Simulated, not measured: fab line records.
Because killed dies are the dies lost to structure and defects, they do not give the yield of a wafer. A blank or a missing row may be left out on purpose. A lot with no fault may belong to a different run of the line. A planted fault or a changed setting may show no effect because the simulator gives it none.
fab line records | flow nandHarc | part 1 of 2: steps 1 to 28 of 40
record lots=5 | wafers=15 | lastDay=24
route steps=1159 shown HYBRID_BOND@1098 THIN_TSV@1101
lots untouched by any fault: they come from a run of this same line in which no faults occurred
startH: hours from the record's first day to the start of the lot's first wafer shown | waitH: hours since the lot's step before | " repeats the value in the row above | L1.1+2: one row covering several wafers at once | - no value present, or no start provided | * or withheld: withheld | < > ~ a bound
route shown NAME@n: names a module that has steps shown in the file, with the first one's number in the route | usual: average and standard deviation across the fault-free wafers | same: alike in all rows | chamber/n: place in a boat | sites: readings site by site | _std_site: the values' standard deviation | _edge_site: outer sites' mean less inner sites' | radiusMm: how far each site lies from the wafer's centre | mask NAME#n: copy n | behind: the most recent tool/chamber to have shaped the wafer | hold: why the lot went on hold/how many hours it stayed there/how the hold came to an end | device: the n, p or np transistor that did not switch | end of line: the same wafers' tests at the end of the route | for a step that has no rows: nothing shown but its recipe | killed: dies that structure and defects cost at the first sort, which is not the same as the wafer's yield | map: a wafer's dies, marking killed ones x, the rest . and places with no die _
set.NAME: the setting the step ran with; set.NAME@STEP: the setting that earlier step ran with | model.NAME: the simulator's own value behind a step, which no gauge read
lots at some steps of the route; a table a step, a row a wafer
services: the hour from which a tool's chamber was out of use, counted from the record's first day as startH (under 0 if before that day), plus the number of hours and why
## steps
# step NHARC_HYBRID_BOND_ANNEAL_04
# recipe tempC=300 | timeS=7200 | rampUpCPerMin=5 | rampDownCPerMin=3 | idleTempC=100 | pressureAtm=1
# usual tube_center_temp_C_max=300.79/0.13 | zonePowerLowerPct=2.95/0.14
lot.wafer | tool       | chamber | startH | waitH | tube_center_temp_C_max | zonePowerLowerPct
L074.4    | furnace-02 | 0       | 416.73 | 4.3   | 300.86                 | 3.07
L074.5    | "          | 0       | "      | "     | 300.91                 | 3.09
L074.6    | "          | 0       | "      | "     | 300.63                 | 3.08
L075.1    | furnace-02 | 0       | 429.39 | 6.5   | 300.83                 | 3.13
L075.4    | "          | 0       | "      | "     | 300.94                 | 3.05
L075.6    | "          | 0       | "      | "     | 300.83                 | 3.12
L087.1    | furnace-07 | 0       | 472.82 | 4.8   | 300.84                 | 2.97
L087.2    | "          | 0       | "      | "     | 300.90                 | 2.91
L087.4    | "          | 0       | "      | "     | 300.77                 | 2.92
L086.4    | furnace-07 | 0       | 489.39 | 5.5   | 300.68                 | 2.98
L086.5    | "          | 0       | "      | "     | 300.69                 | 2.96
L086.6    | "          | 0       | "      | "     | 300.65                 | 2.96
L097.4    | furnace-03 | 0       | 552.00 | 2.2   | 300.95                 | 2.77
L097.5    | "          | 0       | "      | "     | 300.47                 | 2.82
L097.6    | "          | 0       | "      | "     | 300.73                 | 2.74
# step NHARC_HYBRID_BOND_OVL_MEAS_05
# usual overlayXNm=0/35 | overlayYNm=0/32
lot.wafer | tool       | chamber | startH | waitH | overlayXNm | overlayYNm
L074.4    | overlay-02 | -       | 421.49 | 0.4   | -24        | -10
L074.5    | "          | -       | "      | "     | 19         | 33
L074.6    | "          | -       | "      | "     | -25        | -49
L075.1    | overlay-02 | -       | 434.19 | 0.4   | -119       | 58
L075.4    | "          | -       | "      | "     | 25         | -17
L075.6    | "          | -       | "      | "     | -7         | -14
L087.1    | overlay-02 | -       | 477.56 | 0.4   | -45        | -43
L087.2    | "          | -       | "      | "     | -35        | -19
L087.4    | "          | -       | "      | "     | 18         | 16
L086.4    | overlay-01 | -       | 494.21 | 0.4   | 11         | -10
L086.5    | "          | -       | "      | "     | 22         | -17
L086.6    | "          | -       | "      | "     | -36        | -61
L097.4    | overlay-01 | -       | 556.74 | 0.4   | 38         | -38
L097.5    | "          | -       | "      | "     | 11         | 12
L097.6    | "          | -       | "      | "     | 22         | 14
# step NHARC_HYBRID_BOND_INSPECT_06
# recipe inspectInstrument=irVoid
# usual rawDefectCount=31/14
lot.wafer | tool             | chamber | startH | waitH | rawDefectCount
L074.4    | defectInspect-02 | -       | 421.55 | 0.1   | 16
L074.5    | "                | -       | "      | "     | 8
L074.6    | "                | -       | "      | "     | 15
L075.1    | defectInspect-01 | -       | 434.24 | 0.0   | 33
L075.4    | "                | -       | "      | "     | 29
L075.6    | "                | -       | "      | "     | 34
L087.1    | defectInspect-02 | -       | 477.61 | 0.0   | 9
L087.2    | "                | -       | "      | "     | 22
L087.4    | "                | -       | "      | "     | 20
L086.4    | defectInspect-02 | -       | 494.27 | 0.1   | 45
L086.5    | "                | -       | "      | "     | 58
L086.6    | "                | -       | "      | "     | 70
L097.4    | defectInspect-01 | -       | 556.80 | 0.1   | 57
L097.5    | "                | -       | "      | "     | 39
L097.6    | "                | -       | "      | "     | 56
# step NHARC_THIN_TSV_GRIND_00
# recipe targetThkUm=6
# usual motorCurrentA=12.000/0.024
lot.wafer | tool       | chamber | startH | waitH | motorCurrentA
L074.4    | grinder-01 | 0       | 422.28 | 0.7   | 11.962
L074.5    | "          | 0       | "      | "     | 12.009
L074.6    | "          | 0       | "      | "     | 12.004
L075.1    | grinder-01 | 0       | 435.59 | 1.3   | 12.050
L075.4    | "          | 0       | "      | "     | 12.056
L075.6    | "          | 0       | "      | "     | 11.993
L087.1    | grinder-01 | 0       | 477.76 | 0.1   | 11.996
L087.2    | "          | 0       | "      | "     | 12.019
L087.4    | "          | 0       | "      | "     | 11.995
L086.4    | grinder-01 | 0       | 496.17 | 1.9   | 12.025
L086.5    | "          | 0       | "      | "     | 11.992
L086.6    | "          | 0       | "      | "     | 12.029
L097.4    | grinder-01 | 0       | 561.12 | 4.3   | 11.982
L097.5    | "          | 0       | "      | "     | 12.008
L097.6    | "          | 0       | "      | "     | 12.013
# step NHARC_THIN_TSV_CMP_01
# recipe targetThkUm=3
# usual motorCurrentA=11.7/1.4 | retainingRingPressureFrac=1.000/0.005
lot.wafer | tool   | chamber | startH | waitH | motorCurrentA | retainingRingPressureFrac
L074.4    | cmp-03 | 2       | 422.98 | 0.5   | 9.0           | 1.003
L074.5    | "      | 3       | "      | "     | 11.7          | 1.000
L074.6    | "      | 0       | "      | "     | 11.6          | 1.000
L075.4    | cmp-03 | 0       | 436.81 | 0.4   | 11.5          | 1.007
L075.1    | "      | 3       | "      | "     | 12.3          | 0.994
L075.6    | "      | 1       | "      | "     | 10.3          | 0.997
L087.4    | cmp-01 | 3       | 478.99 | 0.4   | 13.0          | 1.000
L087.1    | "      | 1       | "      | "     | 13.6          | 0.997
L087.2    | "      | 2       | "      | "     | 14.1          | 0.991
L086.4    | cmp-03 | 0       | 496.85 | 0.5   | 11.9          | 0.996
L086.5    | "      | 2       | "      | "     | 8.9           | 1.002
L086.6    | "      | 3       | "      | "     | 12.7          | 0.997
L097.4    | cmp-02 | 0       | 561.77 | 0.4   | 12.3          | 0.993
L097.6    | "      | 3       | "      | "     | 12.3          | 0.997
L097.5    | "      | 0       | "      | "     | 11.7          | 0.992
# step NHARC_THIN_TSV_THK_MEAS_02
# recipe thkMeasGauge=ir
# usual thkNm=2973/210
lot.wafer | tool         | chamber | startH | waitH | thkNm
L074.4    | filmMetro-01 | -       | 423.17 | -     | 3157
L074.5    | "            | -       | "      | "     | 2934
L074.6    | "            | -       | "      | "     | 2948
L075.1    | filmMetro-02 | -       | 437.08 | -     | 3188
L075.4    | "            | -       | "      | "     | 3066
L075.6    | "            | -       | "      | "     | 3098
L087.1    | filmMetro-01 | -       | 479.26 | -     | 3428
L087.2    | "            | -       | "      | "     | 2991
L087.4    | "            | -       | "      | "     | 3064
L086.4    | filmMetro-01 | -       | 497.06 | -     | 3095
L086.5    | "            | -       | "      | "     | 3026
L086.6    | "            | -       | "      | "     | 2902
L097.4    | filmMetro-02 | -       | 562.02 | -     | 3324
L097.5    | "            | -       | "      | "     | 3258
L097.6    | "            | -       | "      | "     | 3002
# step NHARC_THIN_TSV_SRD_03
lot.wafer  | tool        | chamber | startH | waitH
L074.6+5+4 | wetBench-08 | 6,7,0   | 423.20 | 0.0
L075.1+4+6 | wetBench-08 | 6,7,0   | 437.12 | 0.0
L087.2+4+1 | wetBench-10 | 7,1,2   | 479.30 | 0.0
L086.6+5+4 | wetBench-08 | 7,0,1   | 497.11 | 0.0
L097.4+5+6 | wetBench-08 | 6,1,3   | 562.06 | 0.0
# step NHARC_THIN_TSV_PRECLEAN_41
# recipe timeS=* | tempC=50 | bathAgeMin=0 | chemistry=SC1
lot.wafer  | tool        | chamber | startH | waitH
L074.6+5+4 | wetBench-08 | 6,7,0   | 423.23 | 0.0
L075.1+4+6 | wetBench-08 | 6,7,0   | 437.14 | 0.0
L087.2+4+1 | wetBench-10 | 7,1,2   | 479.32 | 0.0
L086.6+5+4 | wetBench-08 | 7,0,1   | 497.13 | 0.0
L097.4+5+6 | wetBench-08 | 6,1,3   | 562.08 | 0.0
# step NHARC_THIN_TSV_SRD_42
lot.wafer  | tool        | chamber | startH | waitH
L074.6+5+4 | wetBench-08 | 6,7,0   | -      | -
L075.1+4+6 | wetBench-08 | 6,7,0   | -      | -
L087.2+4+1 | wetBench-10 | 7,1,2   | -      | -
L086.6+5+4 | wetBench-08 | 7,0,1   | -      | -
L097.4+5+6 | wetBench-08 | 6,1,3   | -      | -
# step NHARC_THIN_TSV_DEP_43
# recipe targetThkA=13285 | tempC=withheld | pressureTorr=6.5 | rfW=900 | teosFlowSccm=161.4 | flowSccm=2650 | targetThkNm=1328.5 | gas=O2 | material=SiO2
# usual showerheadVppV=1827/100 | throttleValvePct=16.0/0.42
lot.wafer | tool     | chamber | startH | waitH | showerheadVppV | throttleValvePct
L074.6    | pecvd-02 | 1       | 423.60 | -     | 1907           | 16.1
L074.5    | "        | 2       | "      | "     | 1827           | 15.8
L074.4    | "        | 0       | "      | "     | 1731           | 16.0
L075.1    | pecvd-02 | 2       | 437.34 | -     | 1802           | 15.7
L075.6    | "        | 1       | "      | "     | 1941           | 16.1
L075.4    | "        | 2       | "      | "     | 1827           | 15.7
L087.1    | pecvd-04 | 2       | 479.48 | -     | 1728           | 16.4
L087.2    | "        | 1       | "      | "     | 1937           | 15.5
L087.4    | "        | 2       | "      | "     | 1743           | 16.1
L086.5    | pecvd-01 | 1       | 497.52 | -     | 1958           | 16.4
L086.6    | "        | 2       | "      | "     | 1868           | 16.2
L086.4    | "        | 0       | "      | "     | 1657           | 15.3
L097.6    | pecvd-02 | 2       | 562.37 | -     | 1844           | 15.3
L097.5    | "        | 0       | "      | "     | 1711           | 16.1
L097.4    | "        | 1       | "      | "     | 1914           | 15.8
# step NHARC_THIN_TSV_DEHYDRATE_04
# recipe tempC=150 | timeS=120
lot.wafer  | tool          | chamber | startH | waitH
L074.4+5+6 | lithoTrack-07 | 0       | 423.87 | -
L075.1+4+6 | lithoTrack-03 | 0       | 437.70 | -
L087.1+2+4 | lithoTrack-02 | 0       | 479.88 | -
L086.4+5+6 | lithoTrack-03 | 0       | 497.79 | -
L097.4+5+6 | lithoTrack-02 | 0       | 562.64 | -
# step NHARC_THIN_TSV_HMDS_05
# recipe timeS=30
lot.wafer  | tool          | chamber | startH | waitH
L074.4+5+6 | lithoTrack-07 | 0       | -      | -
L075.1+4+6 | lithoTrack-03 | 0       | -      | -
L087.1+2+4 | lithoTrack-02 | 0       | -      | -
L086.4+5+6 | lithoTrack-03 | 0       | -      | -
L097.4+5+6 | lithoTrack-02 | 0       | -      | -
# step NHARC_THIN_TSV_COAT_06
# recipe spinRpm=*
lot.wafer  | tool          | chamber | startH | waitH
L074.4+5+6 | lithoTrack-07 | 0       | -      | -
L075.1+4+6 | lithoTrack-03 | 0       | -      | -
L087.1+2+4 | lithoTrack-02 | 0       | -      | -
L086.4+5+6 | lithoTrack-03 | 0       | -      | -
L097.4+5+6 | lithoTrack-02 | 0       | -      | -
# step NHARC_THIN_TSV_SOFTBAKE_07
# recipe tempC=122 | timeS=95
lot.wafer  | tool          | chamber | startH | waitH
L074.4+5+6 | lithoTrack-07 | 0       | -      | -
L075.1+4+6 | lithoTrack-03 | 0       | -      | -
L087.1+2+4 | lithoTrack-02 | 0       | -      | -
L086.4+5+6 | lithoTrack-03 | 0       | -      | -
L097.4+5+6 | lithoTrack-02 | 0       | -      | -
# step NHARC_THIN_TSV_EBR_08
lot.wafer  | tool          | chamber | startH | waitH
L074.4+5+6 | lithoTrack-07 | 0       | -      | -
L075.1+4+6 | lithoTrack-03 | 0       | -      | -
L087.1+2+4 | lithoTrack-02 | 0       | -      | -
L086.4+5+6 | lithoTrack-03 | 0       | -      | -
L097.4+5+6 | lithoTrack-02 | 0       | -      | -
# step NHARC_THIN_TSV_EXPOSE_09
# recipe na=0.55 | doseMj=30.7 | maskId=TSV
# usual exposureDoseMJCm2=30.71/0.033
# same na=0.55
lot.wafer | tool          | chamber | startH | waitH | mask  | exposureDoseMJCm2
L074.4    | krfScanner-03 | 0       | 424.16 | -     | TSV#0 | 30.77
L074.5    | "             | 0       | "      | "     | TSV#0 | 30.77
L074.6    | "             | 0       | "      | "     | TSV#0 | 30.78
L075.1    | krfScanner-04 | 0       | 437.84 | -     | TSV#0 | 30.76
L075.4    | "             | 0       | "      | "     | TSV#0 | 30.75
L075.6    | "             | 0       | "      | "     | TSV#0 | 30.72
L087.1    | krfScanner-03 | 0       | 480.15 | -     | TSV#0 | 30.72
L087.2    | "             | 0       | "      | "     | TSV#0 | 30.72
L087.4    | "             | 0       | "      | "     | TSV#0 | 30.75
L086.4    | krfScanner-03 | 0       | 497.95 | -     | TSV#0 | 30.73
L086.5    | "             | 0       | "      | "     | TSV#0 | 30.70
L086.6    | "             | 0       | "      | "     | TSV#0 | 30.75
L097.4    | krfScanner-03 | 0       | 562.93 | -     | TSV#0 | 30.70
L097.5    | "             | 0       | "      | "     | TSV#0 | 30.74
L097.6    | "             | 0       | "      | "     | TSV#0 | 30.75
# step NHARC_THIN_TSV_PEB_10
# recipe pebTempC=118 | pebTimeS=85
lot.wafer  | tool          | chamber | startH | waitH
L074.4+5+6 | lithoTrack-02 | 0       | 424.21 | 0.0
L075.1+4+6 | lithoTrack-02 | 0       | 437.91 | 0.1
L087.1+2+4 | lithoTrack-03 | 0       | 480.22 | 0.1
L086.4+5+6 | lithoTrack-02 | 0       | 498.00 | 0.0
L097.4+5+6 | lithoTrack-02 | 0       | 562.98 | 0.0
# step NHARC_THIN_TSV_DEVELOP_11
# recipe timeS=70
lot.wafer  | tool          | chamber | startH | waitH
L074.4+5+6 | lithoTrack-02 | 0       | -      | -
L075.1+4+6 | lithoTrack-02 | 0       | -      | -
L087.1+2+4 | lithoTrack-03 | 0       | -      | -
L086.4+5+6 | lithoTrack-02 | 0       | -      | -
L097.4+5+6 | lithoTrack-02 | 0       | -      | -
# step NHARC_THIN_TSV_CD_MEAS_12
# recipe targetCdNm=1000 | landingEnergyEv=500
# usual cdNm=1000.9/1.6
lot.wafer | tool     | chamber | startH | waitH | cdNm
L074.4    | cdSem-02 | 0       | 424.30 | -     | 1003.7
L074.5    | "        | 0       | "      | "     | 1002.5
L074.6    | "        | 0       | "      | "     | 1002.5
L075.1    | cdSem-01 | 0       | 438.00 | -     | 1002.3
L075.4    | "        | 0       | "      | "     | 1002.1
L075.6    | "        | 0       | "      | "     | 1000.7
L087.1    | cdSem-02 | 0       | 480.31 | -     | 998.4
L087.2    | "        | 0       | "      | "     | 999.8
L087.4    | "        | 0       | "      | "     | 1001.7
L086.4    | cdSem-01 | 0       | 498.10 | -     | 998.4
L086.5    | "        | 0       | "      | "     | 1000.8
L086.6    | "        | 0       | "      | "     | 1000.0
L097.4    | cdSem-01 | 0       | 563.08 | -     | 998.8
L097.5    | "        | 0       | "      | "     | 1002.7
L097.6    | "        | 0       | "      | "     | 1000.9
# step NHARC_THIN_TSV_HARDBAKE_13
# recipe tempC=125 | timeS=80
lot.wafer  | tool          | chamber | startH | waitH
L074.4+5+6 | lithoTrack-07 | 0       | 424.38 | -
L075.1+4+6 | lithoTrack-03 | 0       | 438.08 | -
L087.1+2+4 | lithoTrack-02 | 0       | 480.39 | -
L086.4+5+6 | lithoTrack-03 | 0       | 498.18 | -
L097.4+5+6 | lithoTrack-02 | 0       | 563.16 | -
# step NHARC_THIN_TSV_DESCUM_14
# recipe timeS=3 | o2FlowSccm=200 | arFlowSccm=0 | biasPowerW=0 | chemistry=O2
# usual drypumpMotorCurrentA=6.0/0.46 | oesProductAu=0.995/0.0096 | rfVppV=57.6/0.84 | showerheadPlenumPTorr=1.91/0.071 | throttleValvePct=11.312/0.0092
lot.wafer | tool       | chamber | startH | waitH | drypumpMotorCurrentA | oesProductAu | rfHoursCounterH | rfVppV | showerheadPlenumPTorr | throttleValvePct
L074.4    | rieDiel-01 | 0       | 424.48 | -     | 6.3                  | 0.999        | 6               | 57.8   | 2.00                  | 11.314
L074.6    | "          | 1       | "      | "     | 6.3                  | 0.993        | -               | 57.5   | 2.00                  | 11.303
L074.5    | "          | 2       | "      | "     | 4.8                  | 0.992        | -               | 58.0   | 1.88                  | 11.313
L075.4    | rieDiel-10 | 0       | 438.17 | -     | 5.8                  | 0.993        | 8               | 58.4   | 1.85                  | 11.317
L075.1    | "          | 2       | "      | "     | 5.4                  | 0.984        | 9               | 57.7   | 1.92                  | 11.310
L075.6    | "          | 0       | "      | "     | 5.8                  | 1.003        | -               | 57.3   | 1.85                  | 11.307
L087.1    | rieDiel-01 | 3       | 480.47 | -     | 6.5                  | 1.012        | 11              | 57.7   | 1.82                  | 11.296
L087.2    | "          | 0       | "      | "     | 6.3                  | 0.997        | 11              | 58.9   | 2.00                  | 11.317
L087.4    | "          | 1       | "      | "     | 6.3                  | 1.003        | 11              | 57.0   | 2.00                  | 11.315
L086.4    | rieDiel-10 | 1       | 498.27 | -     | 6.1                  | 1.005        | 16              | 59.1   | 1.89                  | 11.311
L086.6    | "          | 2       | "      | "     | 5.5                  | 0.994        | -               | 58.4   | 1.91                  | 11.317
L086.5    | "          | 3       | "      | "     | 6.0                  | 1.001        | -               | 57.7   | 1.83                  | 11.309
L097.4    | rieDiel-01 | 2       | 563.26 | -     | 4.8                  | 0.985        | 5               | 56.7   | 1.87                  | 11.319
L097.6    | "          | 3       | "      | "     | 6.5                  | 0.997        | -               | 57.3   | 1.82                  | 11.308
L097.5    | "          | 0       | "      | "     | 6.3                  | 0.988        | -               | 57.7   | 2.00                  | 11.302
# step NHARC_THIN_TSV_ETCH_44
# recipe targetDepthA=15942 | timeS=797.1 | cf4FlowSccm=150 | o2FlowSccm=10 | arFlowSccm=0 | rfW=300 | biasW=800 | chemistry=CF4/O2
# usual drypumpMotorCurrentA=6.0/0.46 | oesProductAu=0.995/0.0098 | rfVppV=794/3.9 | showerheadPlenumPTorr=1.83/0.062 | throttleValvePct=16.913/0.0094
lot.wafer | tool       | chamber | startH | waitH | drypumpMotorCurrentA | oesProductAu | rfHoursCounterH | rfVppV | showerheadPlenumPTorr | throttleValvePct
L074.4    | rieDiel-01 | 1       | 424.65 | 0.2   | 6.3                  | 0.994        | 7               | 799    | 1.91                  | 16.903
L074.5    | "          | 3       | "      | "     | 6.4                  | 1.024        | -               | 788    | 1.75                  | 16.934
L074.6    | "          | 0       | "      | "     | 6.4                  | 1.021        | -               | 799    | 1.91                  | 16.910
L075.1    | rieDiel-10 | 3       | 438.30 | 0.1   | 6.0                  | 0.990        | 9               | 791    | 1.76                  | 16.920
L075.4    | "          | 0       | "      | "     | 5.8                  | 0.998        | 8               | 790    | 1.78                  | 16.901
L075.6    | "          | 3       | "      | "     | 6.0                  | 0.992        | -               | 791    | 1.76                  | 16.919
L087.2    | rieDiel-01 | 1       | 480.55 | 0.1   | 6.3                  | 1.005        | 11              | 799    | 1.91                  | 16.897
L087.4    | "          | 2       | "      | "     | 4.9                  | 0.998        | 12              | 793    | 1.80                  | 16.901
L087.1    | "          | 0       | "      | "     | 6.3                  | 1.001        | 11              | 798    | 1.91                  | 16.910
L086.4    | rieDiel-10 | 3       | 498.33 | 0.1   | 6.0                  | 0.992        | 16              | 789    | 1.75                  | 16.931
L086.6    | "          | 3       | "      | "     | 6.0                  | 0.990        | -               | 789    | 1.75                  | 16.917
L086.5    | "          | 0       | "      | "     | 5.8                  | 0.992        | -               | 790    | 1.77                  | 16.927
L097.4    | rieDiel-01 | 3       | 563.32 | 0.1   | 6.4                  | 1.000        | 3               | 789    | 1.75                  | 16.925
L097.6    | "          | 3       | "      | "     | 6.5                  | 0.999        | -               | 791    | 1.75                  | 16.919
L097.5    | "          | 0       | "      | "     | 6.3                  | 0.998        | -               | 799    | 1.91                  | 16.904
# step NHARC_THIN_TSV_ETCH_15
# recipe targetDepthA=30000 | boschTargetOveretchCycles=2 | boschEtchStepS=2.8 | boschDepStepS=1.2 | boschCycles=14
# usual drypumpMotorCurrentA=5.9/0.47
lot.wafer | tool     | chamber | startH | waitH | drypumpMotorCurrentA | rfHoursCounterH
L074.4    | rieSi-02 | 0       | 425.12 | -     | 5.5                  | 0.4
L074.6    | "        | 3       | "      | "     | 5.7                  | -
L074.5    | "        | 0       | "      | "     | 5.5                  | -
L075.1    | rieSi-06 | 3       | 438.84 | -     | 5.4                  | 0.6
L075.4    | "        | 0       | "      | "     | 6.7                  | 0.6
L075.6    | "        | 2       | "      | "     | 6.2                  | -
L087.1    | rieSi-02 | 0       | 481.13 | -     | 5.4                  | 0.9
L087.4    | "        | 2       | "      | "     | 6.6                  | 0.8
L087.2    | "        | 3       | "      | "     | 5.6                  | 0.8
L086.4    | rieSi-02 | 3       | 498.91 | -     | 5.7                  | 0.9
L086.6    | "        | 3       | "      | "     | 5.6                  | -
L086.5    | "        | 0       | "      | "     | 5.5                  | -
L097.4    | rieSi-02 | 3       | 563.89 | -     | 5.6                  | 1.3
L097.5    | "        | 3       | "      | "     | 5.6                  | -
L097.6    | "        | 0       | "      | "     | 5.5                  | -
# step NHARC_THIN_TSV_CD_MEAS_16
# usual cdNm=1000.4/1.6
lot.wafer | tool     | chamber | startH | waitH | cdNm
L074.4    | cdSem-02 | -       | 425.26 | 0.1   | 1004.3
L074.5    | "        | -       | "      | "     | 1001.8
L074.6    | "        | -       | "      | "     | 1003.0
L075.1    | cdSem-03 | -       | 438.96 | 0.1   | 1001.6
L075.4    | "        | -       | "      | "     | 1001.2
L075.6    | "        | -       | "      | "     | 999.7
L087.1    | cdSem-02 | -       | 481.27 | 0.1   | 998.1
L087.2    | "        | -       | "      | "     | 999.0
L087.4    | "        | -       | "      | "     | 1001.4
L086.4    | cdSem-02 | -       | 499.07 | 0.1   | 999.4
L086.5    | "        | -       | "      | "     | 999.9
L086.6    | "        | -       | "      | "     | 1000.5
L097.4    | cdSem-02 | -       | 564.04 | 0.1   | 999.5
L097.5    | "        | -       | "      | "     | 1002.8
L097.6    | "        | -       | "      | "     | 1001.1
# step NHARC_THIN_TSV_STRIP_45
# recipe powerW=1500 | tempC=250 | chemistry=O2
# usual drypumpMotorCurrentA=5.81/0.27 | heaterPowerW=325/44 | rfReflPowerW=22.4/2.8
lot.wafer | tool           | chamber | startH | waitH | drypumpMotorCurrentA | heaterPowerW | rfHoursCounterH | rfReflPowerW
L074.4    | plasmaAsher-02 | 0       | 425.42 | 0.2   | 5.94                 | 340          | -               | 21.8
L074.6    | "              | 0       | "      | "     | 5.93                 | 333          | -               | 21.7
L074.5    | "              | 1       | "      | "     | 5.58                 | 328          | -               | 18.7
L075.1    | plasmaAsher-02 | 0       | 439.04 | 0.1   | 5.94                 | 334          | 24              | -
L075.4    | "              | 1       | "      | "     | 5.60                 | 326          | -               | -
L075.6    | "              | 1       | "      | "     | 5.62                 | 326          | -               | -
L087.1    | plasmaAsher-02 | 0       | 481.36 | 0.1   | 5.95                 | 339          | 48              | 22.6
L087.2    | "              | 1       | "      | "     | 5.61                 | 318          | 48              | 18.9
L087.4    | "              | 1       | "      | "     | 5.57                 | 320          | -               | 19.1
L086.4    | plasmaAsher-02 | 0       | 499.27 | 0.2   | 5.97                 | 340          | -               | 22.7
L086.6    | "              | 1       | "      | "     | 5.62                 | 331          | -               | 18.6
L086.5    | "              | 0       | "      | "     | 5.94                 | 341          | -               | 23.2
L097.4    | plasmaAsher-01 | 1       | 564.25 | 0.2   | 6.16                 | 253          | -               | 26.3
L097.5    | "              | 0       | "      | "     | 5.52                 | 381          | -               | 21.3
L097.6    | "              | 1       | "      | "     | 6.16                 | 260          | -               | 26.7
# step NHARC_THIN_TSV_STRIP_46
# recipe timeS=1200 | tempC=72.5 | chemistry=postEtchResidueRemover
lot.wafer  | tool        | chamber | startH | waitH
L074.5+6+4 | wetBench-08 | 6,7,2   | 425.69 | 0.1
L075.4+1+6 | wetBench-08 | 0,2,4   | 439.39 | 0.2
L087.2+4+1 | wetBench-08 | 2,3,5   | 481.71 | 0.3
L086.5+4+6 | wetBench-10 | 5,6,7   | 499.48 | 0.1
L097.4+6+5 | wetBench-08 | 4,7,0   | 564.47 | 0.2
# step NHARC_THIN_TSV_DEP_47
# recipe targetThkA=2000 | tempC=withheld | pressureTorr=6.5 | rfW=900 | teosFlowSccm=161.4 | flowSccm=2650 | targetThkNm=200 | gas=O2 | material=SiO2
# usual showerheadVppV=1825/97 | throttleValvePct=16.0/0.46
lot.wafer | tool     | chamber | startH | waitH | showerheadVppV | throttleValvePct
L074.4    | pecvd-02 | 1       | 426.27 | -     | 1886           | 16.5
L074.5    | "        | 2       | "      | "     | 1823           | 15.6
L074.6    | "        | 0       | "      | "     | 1734           | 16.0
L075.1    | pecvd-01 | 0       | 439.83 | -     | 1684           | 15.1
L075.4    | "        | 0       | "      | "     | 1650           | 15.6
L075.6    | "        | 1       | "      | "     | 1961           | 16.4
L087.2    | pecvd-01 | 2       | 482.16 | -     | 1887           | 16.2
L087.1    | "        | 1       | "      | "     | 1980           | 16.4
L087.4    | "        | 2       | "      | "     | 1872           | 16.7
L086.4    | pecvd-01 | 2       | 500.08 | -     | 1882           | 16.4
L086.6    | "        | 0       | "      | "     | 1665           | 15.5
L086.5    | "        | 1       | "      | "     | 1969           | 16.6
L097.6    | pecvd-01 | 2       | 565.05 | -     | 1860           | 16.5
L097.4    | "        | 0       | "      | "     | 1664           | 15.5
L097.5    | "        | 1       | "      | "     | 1953           | 17.1
# step NHARC_THIN_TSV_ETCHBACK_48
# recipe targetDepthA=10285 | overEtchFrac=0.3 | timeS=405.17 | ionEnergyEv=250 | c4f8FlowSccm=withheld | arFlowSccm=withheld | rfW=600 | biasW=300 | chemistry=C4F8/Ar
# usual oesProductAu=0.939/0.026 | rfVppV=547.2/2.9
lot.wafer | tool       | chamber | startH | waitH | oesProductAu | rfHoursCounterH | rfVppV
L074.4    | rieDiel-01 | 2       | 426.57 | -     | 0.941        | 7               | 544.2
L074.5    | "          | 1       | "      | "     | 0.935        | -               | 551.1
L074.6    | "          | 2       | "      | "     | 0.943        | -               | 544.5
L075.1    | rieDiel-01 | 0       | 440.37 | 0.5   | 0.926        | 8               | 550.0
L075.4    | "          | 3       | "      | "     | 0.946        | 8               | 543.1
L075.6    | "          | 1       | "      | "     | 0.917        | -               | 550.2
L087.1    | rieDiel-01 | 3       | 482.56 | -     | 0.926        | 12              | 544.7
L087.2    | "          | 0       | "      | "     | 0.921        | 11              | 549.2
L087.4    | "          | 1       | "      | "     | 0.935        | 11              | 550.2
L086.4    | rieDiel-10 | 0       | 500.38 | -     | 0.983        | 17              | 543.1
L086.5    | "          | 3       | "      | "     | 0.954        | -               | 544.8
L086.6    | "          | 0       | "      | "     | 0.973        | -               | 544.2
L097.4    | rieDiel-01 | 0       | 565.35 | -     | 0.962        | 5               | 550.4
L097.5    | "          | 3       | "      | "     | 0.967        | -               | 543.4
L097.6    | "          | 0       | "      | "     | 0.958        | -               | 550.1
